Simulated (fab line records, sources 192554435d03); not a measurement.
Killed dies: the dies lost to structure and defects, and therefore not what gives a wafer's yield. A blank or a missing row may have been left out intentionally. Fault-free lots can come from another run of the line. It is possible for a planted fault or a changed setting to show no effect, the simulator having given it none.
Matching of chambers | flow n5 finfet | N5_BEOL_M0_ALD_136 on ald metal-02 has 4 sister chambers
The step deposits TaN, pulse time 2 s, purge time 3 s, co reactant purge time 2 s. 18 wafers are shown with their chamber, then 9 later ones without.

## WAFERS PAIRED WITH THEIR CHAMBERS
wafer  | chamber | heater power w (W)
L075.2 | 2       | 410
L075.5 | 1       | 394
L075.6 | 0       | 430
L082.1 | 2       | 391
L082.3 | 3       | 366
L082.5 | 3       | 381
L083.3 | 2       | 403
L083.4 | 0       | 422
L083.5 | 0       | 428
L084.2 | 0       | 424
L084.5 | 2       | 394
L084.6 | 1       | 400
L088.1 | 1       | 393
L088.2 | 3       | 379
L088.4 | 3       | 382
L089.3 | 1       | 397
L089.4 | 0       | 430
L089.6 | 3       | 383

SIGNATURES (means of the wafers above)
reading        | chamber 0 | chamber 1 | chamber 2 | chamber 3 | scatter within a chamber
heater power w | 426.80    | 396.00    | 399.50    | 378.20    | 5.99
Rule: a wafer lies at a distance from a chamber equal to the root of the sum of squares, over the readings, of (its reading less the chamber's mean, divided by the reading's scatter). If the next closest chamber is less than 2 further off than the closest, the wafer can't be placed; otherwise it belongs to the closest. How the scatter is found: for the shown wafers, subtract from each reading the mean of its chamber, square and add these, divide the total by (wafers less chambers), then take the root.

## WAFERS MISSING THEIR CHAMBER
wafer  | heater power w (W)
L091.3 | 427
L091.5 | 376
L091.6 | 394
L093.3 | 428
L093.4 | 435
L093.6 | 403
L092.1 | 374
L092.3 | 434
L092.5 | 404

## WHICH CHAMBER EACH WENT THROUGH
wafer  | from the rows above     | in truth
L091.3 | 0                       | 0
L091.5 | 3                       | 3
L091.6 | can't be placed: 1 or 2 | 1
L093.3 | 0                       | 0
L093.4 | 0                       | 0
L093.6 | can't be placed: 2 or 1 | 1
L092.1 | 3                       | 3
L092.3 | 0                       | 0
L092.5 | can't be placed: 2 or 1 | 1
6 of 9 placed correctly. These rows do not allow placing 3 (true chamber among the candidates in 3). Wrongly placed: 0.
